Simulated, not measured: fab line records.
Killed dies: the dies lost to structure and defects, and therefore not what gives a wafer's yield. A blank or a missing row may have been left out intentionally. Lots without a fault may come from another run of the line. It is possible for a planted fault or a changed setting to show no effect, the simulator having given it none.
Problem report in the 8D (eight disciplines) form, filled by code    flow n5-finfet    the parts of the form that need people (team, actions taken, sign-off) are left out

== 1. WHAT IS WRONG ==
At N5_FIN_SAQP_ETCH_64, oes-product-au averages 1.361 a.u. over 4 wafers from 3 lots, while fault-free wafers read 0.999 a.u., standard deviation 0.024. That puts it +15 standard deviations away from the usual mean.
The step: etches SiO2 in CF4, target depth 1.5 nm.
The first sign was on wafer L624.1 at day 5 15:25, on rie-si-01. The record has a number at this step for 27 wafers belonging to 9 lots. The rule behind "out" and "out of limits": a value lying over 4 standard deviations away from the usual mean. The other wafers with a number count as sound.

== 2. WHAT THIS IS AND IS NOT ==
question                     is                              is not
which readings at this step  oes-product-au                  drypump-motor-current-A, he-backside-leak-sccm, throttle-valve-pct
which lots                   L624, L625, L626                L616, L620, L621, L630, L631, L633
which wafers of those lots   L624.1, L624.3, L625.3, L626.3  L624.6, L625.2, L625.6, L626.4, L626.5
read on which tools          rie-si-01                       rie-si-04
when                         from day 5 15:25                up to then (10 sound wafers); but 13 sound wafers of L625, L626, L630, L631, L633 came after

== 3. WHAT RULES OUT EACH SUSPECT ==
Counting: any tool at a process step up to the reading remains a suspect provided it ran every lot that is out. Sound lots after the first of them don't rule it out here, since some wafers of a struck lot are sound.
- rie-si-01 at N5_FIN_SAQP_ETCH_64 (etches SiO2 in CF4, target depth 1.5 nm): kept. Every lot that is out went through it, the first being L624 (day 5 15:25); the last sound lot it ran before that was L621 (day 5 04:08). Its own readings are out on those wafers: oes-product-au.
The count leaves rie-si-01 at N5_FIN_SAQP_ETCH_64.

== 4. THE CAUSE (what the simulator had put in) ==
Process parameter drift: rie-si-01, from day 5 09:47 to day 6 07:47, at N5_FIN_SAQP_ETCH_64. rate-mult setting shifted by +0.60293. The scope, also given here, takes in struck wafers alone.
Only this tool survived the counting.

== 5. THE CHAIN OF EFFECTS, in route order ==
Rows list readings where the struck wafers' mean (over those with a number) sits beyond 3 standard deviations from the usual. Readings are gone through only where the record gives a usual standard deviation; hours: the median, over the lots, of the time from a lot's start at the first step in this table giving one to that lot's start at this step; sigmas: the change measured in usual standard deviations.
hours  step                 reading         usual       on struck wafers  change  sigmas
0      N5_FIN_SAQP_ETCH_64  oes-product-au  0.999 a.u.  1.361             +0.362  +15
The process steps in it:
- N5_FIN_SAQP_ETCH_64: etches SiO2 in CF4, target depth 1.5 nm.
At these later measuring or inspecting steps, every struck wafer for which the step has a row has a number for every such reading, and none has moved that far: N5_BEOL_M4_RC_MEAS_101.

== 6. WHAT WOULD HAVE CAUGHT IT SOONER ==
In this record the first reading out of limits was taken at day 5 15:25, 6 hours after the fault began at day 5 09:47.
